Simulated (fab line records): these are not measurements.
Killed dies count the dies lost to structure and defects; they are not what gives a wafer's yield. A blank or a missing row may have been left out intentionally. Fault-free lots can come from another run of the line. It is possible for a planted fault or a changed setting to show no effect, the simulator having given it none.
Which tool did it?    flow nand-harc    at 1 step of a route of 1159, 7 lots with 20 wafers sampled

== WHAT THE GAUGES SHOWED, per wafer ==
NHARC_P_START_INSPECT_01.
lot   measured     on                 raw-defect-count
L991  day 1 18:02  defect-inspect-02  2 0 4
L993  day 2 06:02  defect-inspect-02  3 4 3
L995  day 2 18:02  defect-inspect-01  2 2 5
L998  day 3 12:02  defect-inspect-02  7 3
L100  day 4 00:02  defect-inspect-02  2 5 3
L105  day 5 06:02  defect-inspect-02  8 3 5
L110  day 6 12:02  defect-inspect-02  2 6 4

== EACH LOT AND THE TOOL THAT RAN IT (in order: tool; ch and the chambers of the sampled wafers; start) ==
No process step before these readings appears in the record.

== THE ANSWER, worked out from the rows above alone ==
Rule: usual is defined by the lots themselves. Put in order of their means at a reading, lots are off if they are a third of the lots or fewer, leave a main group of 4 or more, and stand apart from it by a gap of 3 or more times the standard deviation of the main group's means; of several such gaps the widest counts. If all means in a main group match to the digits the tables above print for the reading, that group is not used. Also off: a lot with no number at a reading for which 4 or more lots have one. Where the step has rows for the other lots, those lots are counted as sound.
Across all readings shown, no lot is off: no conclusion can be drawn from this.

== WHAT THE SIMULATOR HAD INSERTED ==
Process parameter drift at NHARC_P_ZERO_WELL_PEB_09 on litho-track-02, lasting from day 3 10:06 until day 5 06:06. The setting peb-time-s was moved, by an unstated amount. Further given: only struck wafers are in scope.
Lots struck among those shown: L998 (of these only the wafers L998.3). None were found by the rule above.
